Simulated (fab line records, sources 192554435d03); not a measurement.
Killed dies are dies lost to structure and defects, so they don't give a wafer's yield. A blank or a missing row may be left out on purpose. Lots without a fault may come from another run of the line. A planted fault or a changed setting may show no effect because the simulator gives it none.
One fault seen from 3 desks | flow n5_finfet | each desk has only its own numbers; what lay behind them comes last

THE DEFECT DESK
What the inspections along the route counted, lot by lot: means of the sampled wafers that have a number. A lot is out of limits, marked OUT, if its mean lies more than 4 standard deviations from the usual mean; the brackets give that distance.
Columns: A = raw_defect_count at N5_BEOL_M14_INSPECT_30, usual 2.0
lot  | first seen here | A
L499 | day 14 11:24    | 2.0
L503 | day 15 23:11    | 1.3
L504 | day 16 03:24    | 1.7
L506 | day 16 22:15    | 2.0
L513 | day 18 07:54    | 1.3
L519 | day 19 04:32    | 1.3
This desk's finding: nothing out of limits on any of the 6 lots.

THE METROLOGY DESK
What the gauges read, lot by lot, whatever tool the lot ran on: means of the sampled wafers that have a number. A lot is out of limits, marked OUT, if its mean lies more than 4 standard deviations from the usual mean; the brackets give that distance.
Columns: A = cd_nm at N5_BEOL_M14_CD_MEAS_28, usual 284.5 nm; B = M14_OVL at N5_BEOL_M14_OVL_MEAS_29, usual -2 nm; C = trench_depth_nm at N5_BEOL_M14_OCD_MEAS_35, usual 557 nm
lot  | first seen here | A     | B   | C
L499 | day 14 11:21    | 285.1 | -5  | 555
L503 | day 15 23:08    | 286.8 | 3   | 555
L504 | day 16 03:21    | 283.6 | -3  | 553
L506 | day 16 22:12    | 284.0 | -13 | 555
L513 | day 18 07:50    | 285.4 | 2   | 561
L519 | day 19 04:29    | 283.5 | -2  | 551
This desk's finding: nothing out of limits on any of the 6 lots.

THE TOOL OWNER'S DESK: rie_diel-01
The tool's own readings at N5_BEOL_M14_ETCH_68 (etches SOC in N2/H2, time 450 s): means of the sampled wafers that have a number, for each lot that ran on this tool. A lot is out of limits, marked OUT, if its mean lies more than 4 standard deviations from the usual mean; the brackets give that distance.
Columns: A = drypump_motor_current_A at N5_BEOL_M14_ETCH_68, usual 6.0 A; B = oes_product_au at N5_BEOL_M14_ETCH_68, usual 0.80 a.u.; C = rf_vpp_V at N5_BEOL_M14_ETCH_68, usual 522.8 V; D = showerhead_plenum_p_Torr at N5_BEOL_M14_ETCH_68, usual 2.50 Torr; E = throttle_valve_pct at N5_BEOL_M14_ETCH_68, usual 17.75 %
lot  | first seen here | A   | B    | C     | D    | E
L499 | day 14 11:41    | 5.7 | 0.73 | 521.5 | 2.46 | 17.68
L504 | day 16 03:37    | 5.3 | 1.01 | 523.2 | 2.50 | 17.60
L506 | day 16 22:28    | 6.0 | 0.82 | 520.0 | 2.39 | 17.69
This desk's finding: nothing out of limits on any of the 3 lots.

PUT TOGETHER
The defect desk saw nothing out of limits.
The metrology desk saw nothing out of limits.
The tool owner's desk saw nothing out of limits.

WHAT THE SIMULATOR HAD PUT IN
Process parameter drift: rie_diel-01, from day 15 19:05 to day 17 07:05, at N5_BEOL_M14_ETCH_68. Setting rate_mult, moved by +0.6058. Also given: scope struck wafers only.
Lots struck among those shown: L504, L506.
